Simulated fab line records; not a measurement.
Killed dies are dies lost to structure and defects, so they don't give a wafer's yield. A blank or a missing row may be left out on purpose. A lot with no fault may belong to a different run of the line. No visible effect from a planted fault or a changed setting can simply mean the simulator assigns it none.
Which tool is to blame? :: flow nand harc :: 6 lots, 18 wafers sampled, at 2 steps of a route of 1302

## WHAT THE GAUGES SHOWED, per wafer
NHARC_P_M0_OVL_MEAS_10: pitch 180 nm.
lot: L272
measured: day 7 21:38
on: overlay-01
overlay x nm (nm): -0.9 -1.1 -0.9

lot: L276
measured: day 9 08:55
on: overlay-02
overlay x nm (nm): 0.5 0.4 0.4

lot: L284
measured: day 12 20:17
on: overlay-01
overlay x nm (nm): 1.4 1.5 1.8

lot: L287
measured: day 14 09:28
on: overlay-01
overlay x nm (nm): 0.1 -0.3 -0.4

lot: L289
measured: day 14 16:17
on: overlay-01
overlay x nm (nm): 0.5 0.8 0.6

lot: L291
measured: day 15 14:11
on: overlay-01
overlay x nm (nm): 1.0 1.0 1.0

## WHAT TOOL EACH LOT RAN ON (gives the tool, then ch and the chambers of the sampled wafers, and finally the start)
lot: L272
NHARC_P_CONTACT_ALD_22: ald metal-01 ch 1,2,3, day 7 19:30

lot: L276
NHARC_P_CONTACT_ALD_22: ald metal-02 ch 1,2,3, day 9 06:41

lot: L284
NHARC_P_CONTACT_ALD_22: ald metal-04 ch 0,1,3, day 12 18:04

lot: L287
NHARC_P_CONTACT_ALD_22: ald metal-04 ch 2,3, day 14 07:19

lot: L289
NHARC_P_CONTACT_ALD_22: ald metal-02 ch 1,2,3, day 14 14:04

lot: L291
NHARC_P_CONTACT_ALD_22: ald metal-04 ch 0,3, day 15 11:58
- NHARC_P_CONTACT_ALD_22: deposits TiN, target thk 3 nm, pulse time 1 s, ald cycles 150.

## THE ANSWER, worked out from the rows above alone
Rule: the lots themselves supply what counts as usual. The widest of any qualifying gaps counts: lots, ordered by their means at a reading, are off when they make up no more than a third of the lots, leave a main group of 4 or more, and stand apart from it by 3 or more times the standard deviation of that group's means. A main group whose means are all the same, to the digits that the tables above print for the reading, isn't used. Also off: a lot with no number at a reading for which 4 or more lots have one. The other lots that the step has rows for count as sound.
Nothing can be told from this: no lot is off at any reading shown.

## WHAT THE SIMULATOR HAD INSERTED
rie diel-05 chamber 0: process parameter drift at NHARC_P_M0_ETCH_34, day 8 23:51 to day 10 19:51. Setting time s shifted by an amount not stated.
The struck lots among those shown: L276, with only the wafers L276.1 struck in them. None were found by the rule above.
